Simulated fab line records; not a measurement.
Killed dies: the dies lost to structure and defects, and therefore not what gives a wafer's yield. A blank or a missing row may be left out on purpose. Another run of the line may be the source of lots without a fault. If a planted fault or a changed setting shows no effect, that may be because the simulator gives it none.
Comparing a struck lot with a sound one ; flow nand_harc ; 14 steps out of a route of 1302
Sound: these wafers, L150.4, L150.5, L150.6. Wafers struck: L141.2, L141.4, L141.5. The cause is given at the end.
Order at every step that has rows: each side's tool, ch and its chambers, its first start. Under that, the readings that differ: sound wafers ; struck wafers ; difference of the means ; sigmas: that difference in standard deviations of wafers without a fault.
alike: readings with means less than 2 such deviations apart, plus words and numbers identical on both sides. not compared: withheld readings, readings lacking a value on some wafer, bounds such as >300 that could conceal the same value, and numbers that have no deviation in the record and whose values overlap.
A row with sigmas, a row that says differs or no value, or rows on one side alone: a step with any of these is where the two part. Non-overlapping numbers with no deviation appear without sigmas and do not part them. A reading that every wafer of one side lacks parts them only if that side has two wafers or more.

first, 7 steps without rows for these wafers: NHARC_A_STAIRCASE_COAT_304; NHARC_A_STAIRCASE_SOFTBAKE_305 (time 170 s); NHARC_A_STAIRCASE_EBR_306; NHARC_A_STAIRCASE_EXPOSE_307 (exposes mask CHOP 50); NHARC_A_STAIRCASE_PEB_308 (peb time 130 s); NHARC_A_STAIRCASE_DEVELOP_309 (time 140 s); NHARC_A_STAIRCASE_HARDBAKE_311 (time 140 s).
NHARC_A_STAIRCASE_DESCUM_312: chemistry O2, time 3 s.
  sound on rie_diel-01 ch 0,1,2, day 24 23:09; struck on rie_diel-01 ch 0,2,3, day 21 05:10
  alike: drypump_motor_current_A, oes_product_au, rf_vpp_V, showerhead_plenum_p_Torr, throttle_valve_pct
  not compared: rf_hours_counter_h
NHARC_A_STAIRCASE_ETCH_313: etches the open film in CF4/CHF3.
  sound on rie_diel-01 ch 0,1,2, day 24 23:15; struck on rie_diel-01 ch 0,1, day 21 05:15
  alike: bias_w, cf4_flow_sccm, drypump_motor_current_A, oes_product_au, rf_vpp_V, showerhead_plenum_p_Torr, throttle_valve_pct
  not compared: rf_hours_counter_h
NHARC_A_STAIRCASE_HM_OPEN_463: chemistry O2/COS.
  sound on rie_diel-01 ch 0,1,2; struck on rie_diel-01 ch 1,2,3
  alike: bias_w, drypump_motor_current_A, oes_product_au, rf_vpp_V, showerhead_plenum_p_Torr, throttle_valve_pct
  not compared: rf_hours_counter_h
then, 1 step without rows for these wafers: NHARC_A_STAIRCASE_STRIP_464 (strips in O2/COS).
NHARC_A_STAIRCASE_ETCH_453: etches the open film in CF4/O2, target depth 30 nm, overetch 3 nm, time 16.5 s.
  sound on rie_diel-01 ch 0,1,2, day 24 23:46; struck on rie_diel-01 ch 0,2,3, day 21 05:43
  no value came back on the struck wafers for any of 7 readings (bias_w (W), cf4_flow_sccm (sccm) and others); on the sound wafers bias_w (W) reads 100.2 100.2 100.8
  not compared: rf_hours_counter_h
NHARC_A_STAIRCASE_ETCH_315: etches the open film in C4F8/O2/Ar, target depth 2500 nm, time 607.1 s.
  sound on rie_diel-01 ch 0,1,2; struck on rie_diel-01 ch 0,1,2
  alike: bias_w, chamber_pressure_mTorr, oes_product_au, rf_vpp_V
  not compared: rf_hours_counter_h
-- the record jumps here: 7 days lie between the struck wafers' starts before and after (it left off in module A_STAIRCASE and takes up again in module END, whose first step shown is number 1302 of the route) --
NHARC_END_SORT_01:
  at this point the record logs the struck wafers (prober-02 ch 0, day 28 15:16) and has no rows for the sound ones

## WHERE THEY PART
Last at NHARC_END_SORT_01 as far as this record goes, first at NHARC_A_STAIRCASE_ETCH_453.

WHY: the cause the simulator had injected
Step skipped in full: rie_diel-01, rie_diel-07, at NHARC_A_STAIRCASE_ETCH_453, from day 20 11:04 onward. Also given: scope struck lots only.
